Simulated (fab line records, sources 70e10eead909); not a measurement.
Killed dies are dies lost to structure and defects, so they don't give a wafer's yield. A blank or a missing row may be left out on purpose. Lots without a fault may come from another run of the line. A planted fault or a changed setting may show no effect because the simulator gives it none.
A struck lot beside a sound one | flow nand_harc | 39 steps out of a route of 1159
Sound: wafers L317.2, L317.5, L317.6. Struck: wafer L324.3. (L324.5, L324.6 of the same lot were not struck and are left out.) The cause comes at the end.
At each step with rows: each side's tool, then ch and its chambers, then its first start. Under that, the readings that differ: sound wafers | struck wafers | difference of the means | sigmas: that difference in standard deviations of wafers without a fault.
alike: readings whose means differ by less than 2 such deviations, and words and numbers that are the same on both sides. not compared: withheld readings, readings that some wafer has no value for, bounds like >300 that may hide the same value, and numbers for which the record gives no deviation and whose values overlap.
The two part at a step that has a row with sigmas, a row that says differs or no value, or rows on one side only. Numbers that don't overlap but have no deviation are shown without sigmas and don't part them. A reading that every wafer of one side lacks parts them only if that side has two wafers or more.

first, 6 steps without rows for these wafers: NHARC_A_WL_FILL_PRECLEAN_30 (cleans in dHF, time 10 s); NHARC_A_WL_FILL_SRD_14; NHARC_A_WL_FILL_ALD_19 (deposits TiN, target thk 2 nm, pulse time 3 s, ald cycles 100); NHARC_A_WL_FILL_CVD_20 (deposits W, target thk 75 nm, time 5064 s); NHARC_A_WL_FILL_CMP_12 (polishes, t overpolish 30 s, target thk 75 nm); NHARC_A_WL_FILL_SRD_31.
NHARC_A_WL_FILL_INSPECT_15:
  sound on defect_inspect-01, day 17 00:37; struck on defect_inspect-02, day 17 13:10
  alike: raw_defect_count
then, 1 step without rows for these wafers: NHARC_A_CONTACT_DEP_24 (deposits SiO2, target thk 500 nm).
NHARC_A_CONTACT_DEP_28: deposits aC, target thk 3600 nm.
  sound on acl_dep-02 ch 0, day 17 02:22; struck on acl_dep-03 ch 0, day 17 15:28
  alike: throttle_valve_pct
then, 11 steps without rows for these wafers: NHARC_A_CONTACT_DEP_29 (deposits SiON, target thk 70 nm); NHARC_A_CONTACT_DEHYDRATE_32 (time 120 s); NHARC_A_CONTACT_HMDS_33 (time 30 s); NHARC_A_CONTACT_COAT_34 (time 75 s); NHARC_A_CONTACT_COAT_35 (time 65 s); NHARC_A_CONTACT_COAT_36 (resist thk 90 nm); NHARC_A_CONTACT_SOFTBAKE_37 (time 55 s); NHARC_A_CONTACT_EBR_38; NHARC_A_CONTACT_EXPOSE_39 (exposes mask A CC 3); NHARC_A_CONTACT_PEB_40 (peb time 65 s); NHARC_A_CONTACT_DEVELOP_41 (develop time 35 s).
NHARC_A_CONTACT_CD_MEAS_42: target cd 200 nm.
  sound on cd_sem-02 ch 0, day 17 04:56; struck on cd_sem-02 ch 0, day 17 17:39
  alike: cd_nm
NHARC_A_CONTACT_OVL_MEAS_43:
  sound on overlay-01, day 17 05:01; struck on overlay-01, day 17 17:44
  reading           | sound          | struck | difference | sigmas
  overlay_y_nm (nm) | -0.8 -0.9 -0.7 | 1.0    | +1.8       | +2
  alike: overlay_x_nm
NHARC_A_CONTACT_INSPECT_44:
  sound on defect_inspect-01, day 17 05:04; struck on defect_inspect-01, day 17 17:46
  alike: raw_defect_count
then, 3 steps without rows for these wafers: NHARC_A_CONTACT_DESCUM_47 (chemistry O2, time 3 s); NHARC_A_CONTACT_ETCH_48 (etches the open film in CF4, target depth 39 nm, time 65 s); NHARC_A_CONTACT_ETCH_49 (etches the open film in N2/H2, target depth 260 nm, time 475.3 s).
NHARC_A_CONTACT_ETCH_50: etches the open film in CF4/CHF3, target depth 84.7 nm, time 42.4 s.
  sound on rie_diel-03 ch 0,1,3; struck on rie_diel-03 ch 2
  reading                         | sound             | struck | difference | sigmas
  chf3_flow_sccm (sccm)           | 30.09 30.13 29.93 | 29.81  | -0.24      | -3
  rf_vpp_V (V)                    | 368.4 371.3 369.9 | 373.7  | +3.8       | +2
  showerhead_plenum_p_Torr (Torr) | 1.50 1.58 1.54    | 1.67   | +0.13      | +2
  alike: drypump_motor_current_A, oes_product_au, throttle_valve_pct
  not compared: rf_hours_counter_h
NHARC_A_CONTACT_ETCH_51: etches the open film in O2/COS, target depth 3600 nm, time 936 s.
  sound on rie_diel-03 ch 0,1,3; struck on rie_diel-03 ch 1
  alike: drypump_motor_current_A, o2_flow_sccm, oes_product_au, rf_vpp_V, showerhead_plenum_p_Torr, throttle_valve_pct
  not compared: rf_hours_counter_h
then, 2 steps without rows for these wafers: NHARC_A_CONTACT_ETCH_111 (etches the open film in C4F8/O2/Ar, time 140 s, target depth 700 nm); NHARC_A_CONTACT_ETCH_112 (etches the open film in C4F8/O2/Ar, time 94 s, target depth 922 nm).
NHARC_A_CONTACT_ETCH_113: etches the open film in C4F8/O2/Ar, time 94 s, target depth 922 nm.
  sound on har_cap_etch-02 ch 0,1, day 17 06:40; struck on har_cap_etch-03 ch 1, day 17 19:49
  not compared: rf_hours_counter_h
then, 2 steps without rows for these wafers: NHARC_A_CONTACT_ETCH_114 (etches the open film in C4F8/O2/Ar, time 94 s, target depth 922 nm); NHARC_A_CONTACT_ETCH_115 (etches the open film in C4F8/O2/Ar, time 94 s, target depth 922 nm).
NHARC_A_CONTACT_ETCH_116: etches the open film in C4F8/O2/Ar, time 94 s, target depth 922 nm.
  sound on har_cap_etch-02 ch 0,1, day 17 06:56; struck on har_cap_etch-03 ch 1, day 17 20:05
  not compared: rf_hours_counter_h
then, 2 steps without rows for these wafers: NHARC_A_CONTACT_ETCH_117 (etches the open film in C4F8/O2/Ar, time 94 s, target depth 922 nm); NHARC_A_CONTACT_ETCH_118 (etches the open film in C4F8/O2/Ar, time 94 s, target depth 922 nm).
NHARC_A_CONTACT_ETCH_119: etches the open film in C4F8/O2/Ar, time 94 s, target depth 922 nm.
  sound on har_cap_etch-02 ch 0,1, day 17 07:13; struck on har_cap_etch-03 ch 1, day 17 20:21
  not compared: rf_hours_counter_h
then, 1 step without rows for these wafers: NHARC_A_CONTACT_ETCH_120 (etches the open film in C4F8/O2/Ar, time 94 s, target depth 922 nm).
-- the record jumps here: 3 days lie between the struck wafers' starts before and after (it left off in module A_CONTACT and takes up again in module END, whose first step shown is number 1159 of the route) --
NHARC_END_SORT_01:
  the record has rows for the struck wafers here (prober-01 ch 0, day 21 07:50) and none for the sound ones

WHERE THEY PART
First at NHARC_A_CONTACT_OVL_MEAS_43; last, within this record, at NHARC_END_SORT_01.

WHY: what the simulator had put in
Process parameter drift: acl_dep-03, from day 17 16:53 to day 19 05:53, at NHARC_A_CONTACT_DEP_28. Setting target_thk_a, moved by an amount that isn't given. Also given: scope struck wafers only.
